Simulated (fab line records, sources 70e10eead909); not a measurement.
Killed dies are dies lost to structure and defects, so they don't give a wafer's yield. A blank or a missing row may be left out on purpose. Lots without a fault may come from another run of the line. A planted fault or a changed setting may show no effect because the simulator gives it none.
Which tool did it? | flow nand_harc | 12 lots, 36 wafers sampled, at 6 steps of a route of 1302

WHAT THE GAUGES READ, wafer by wafer
NHARC_A_CHANNEL_FILL_D2_INSPECT_13.
lot  | measured     | on                | raw_defect_count
L076 | day 15 20:46 | defect_inspect-02 | 218 271 210
L077 | day 16 20:11 | defect_inspect-02 | 496 519 496
L079 | day 18 01:32 | defect_inspect-02 | 248 309 553
L081 | day 19 03:23 | defect_inspect-01 | 446 340 451
L083 | day 19 17:43 | defect_inspect-02 | 406 510 316
L085 | day 20 02:20 | defect_inspect-02 | 421 313 340
L087 | day 20 13:53 | defect_inspect-02 | 307 252 226
L089 | day 22 01:08 | defect_inspect-02 | 209 265 193
L091 | day 23 08:04 | defect_inspect-02 | 225 236 291
L094 | day 23 20:05 | defect_inspect-01 | 395 245 257
L095 | day 24 16:56 | defect_inspect-01 | 235 410 284
L096 | day 24 23:47 | defect_inspect-02 | 483 285 233

WHICH TOOL RAN EACH LOT (tool, then ch and the chambers of the sampled wafers, then the start)
lot  | NHARC_A_CHANNEL_HOLE_D2_DESCUM_15  | NHARC_A_CHANNEL_HOLE_D2_ETCH_26  | NHARC_A_CHANNEL_FILL_D2_STRIP_28   | NHARC_A_CHANNEL_FILL_D2_ALD_25   | NHARC_A_CHANNEL_FILL_D2_ETCHBACK_08
L076 | rie_diel-12 ch 2,3, day 13 11:24   | har_etch-01 ch 0,1, day 13 16:21 | rie_diel-13 ch 1,2,3, day 14 20:38 | ald_hk-01 ch 0,2,3, day 15 09:47 | rie_diel-06 ch 0,1, day 15 20:46 or earlier
L077 | rie_diel-05 ch 1,3, day 14 08:16   | har_etch-02 ch 0,1, day 14 13:12 | rie_diel-13 ch 0,1, day 15 16:55   | ald_hk-04 ch 0,1,2, day 16 04:16 | rie_diel-13 ch 1,2, day 16 20:11 or earlier
L079 | rie_diel-12 ch 0,3, day 15 10:25   | har_etch-02 ch 0,1, day 15 18:50 | rie_diel-08 ch 0,1,3, day 16 23:55 | ald_hk-01 ch 1,2,3, day 17 14:49 | rie_diel-06 ch 0,1,2, day 18 01:32 or earlier
L081 | rie_diel-12 ch 0,2, day 16 10:43   | har_etch-01 ch 0, day 16 16:32   | rie_diel-06 ch 0,1,2, day 17 22:22 | ald_hk-04 ch 1,3, day 18 15:15   | rie_diel-06 ch 0,1,3, day 19 03:23 or earlier
L083 | rie_diel-12 ch 0,1,2, day 17 03:44 | har_etch-01 ch 0,1, day 17 13:29 | rie_diel-13 ch 0,1,2, day 18 17:10 | ald_hk-01 ch 1,2, day 19 05:44   | rie_diel-06 ch 0,1,3, day 19 17:43 or earlier
L085 | rie_diel-02 ch 1,2,3, day 17 19:16 | har_etch-01 ch 0,1, day 18 00:17 | rie_diel-13 ch 1,3, day 19 02:31   | ald_hk-04 ch 1,2,3, day 19 14:58 | rie_diel-06 ch 0,2,3, day 20 02:20 or earlier
L087 | rie_diel-02 ch 0,1,3, day 18 07:12 | har_etch-01 ch 0,1, day 18 12:26 | rie_diel-06 ch 1,2, day 19 14:24   | ald_hk-03 ch 0,1,2, day 20 02:36 | rie_diel-13 ch 1,2,3, day 20 13:53 or earlier
L089 | rie_diel-05 ch 1,2, day 19 13:40   | har_etch-01 ch 0,1, day 19 20:46 | rie_diel-08 ch 1,2,3, day 21 01:31 | ald_hk-01 ch 0,1,2, day 21 13:14 | rie_diel-13 ch 1,2,3, day 22 01:08 or earlier
L091 | rie_diel-02 ch 1,2,3, day 20 22:17 | har_etch-02 ch 1, day 21 03:14   | rie_diel-06 ch 1,2, day 22 08:29   | ald_hk-01 ch 2,3, day 22 20:12   | rie_diel-08 ch 1,3, day 23 08:04 or earlier
L094 | rie_diel-12 ch 0,1, day 21 12:59   | har_etch-01 ch 0,1, day 21 18:01 | rie_diel-06 ch 0,2,3, day 22 20:16 | ald_hk-03 ch 0,1,3, day 23 09:53 | rie_diel-08 ch 2,3, day 23 20:05 or earlier
L095 | rie_diel-12 ch 1,2, day 22 07:19   | har_etch-02 ch 0,1, day 22 14:35 | rie_diel-13 ch 0,3, day 23 17:20   | ald_hk-04 ch 0,1, day 24 05:32   | rie_diel-13 ch 1,3, day 24 16:56 or earlier
L096 | rie_diel-05 ch 2,3, day 22 17:30   | har_etch-02 ch 0,1, day 22 22:53 | rie_diel-06 ch 0,1, day 24 00:02   | ald_hk-01 ch 0,1,3, day 24 13:03 | rie_diel-06 ch 0,2,3, day 24 23:47 or earlier
- NHARC_A_CHANNEL_HOLE_D2_DESCUM_15: chemistry O2, time 3 s.
- NHARC_A_CHANNEL_HOLE_D2_ETCH_26: etches the open film in C4F8/O2/Ar, time 224.1 s, target depth 300 nm.
- NHARC_A_CHANNEL_FILL_D2_STRIP_28: strips in O2, time 20 s.
- NHARC_A_CHANNEL_FILL_D2_ALD_25: deposits SiOx, target thk 60 nm, pulse time 10 s, ald cycles 600.
- NHARC_A_CHANNEL_FILL_D2_ETCHBACK_08: etches the open film in C4F8, target depth 220 nm, time 110 s.

THE ANSWER, worked out from the rows above alone
Rule: what is usual is taken from the lots themselves. Put in order of their means at a reading, lots are off if they are a third of the lots or fewer, leave a main group of 4 or more, and stand apart from it by a gap of 3 or more times the standard deviation of the main group's means; of several such gaps the widest counts. A main group whose means are all the same, to the digits that the tables above print for the reading, isn't used. A lot without any number at a reading at which 4 lots or more have one is off too. The other lots that the step has rows for count as sound.
No lot is off at any reading shown: from this, nothing can be told.

WHAT THE SIMULATOR HAD PUT IN
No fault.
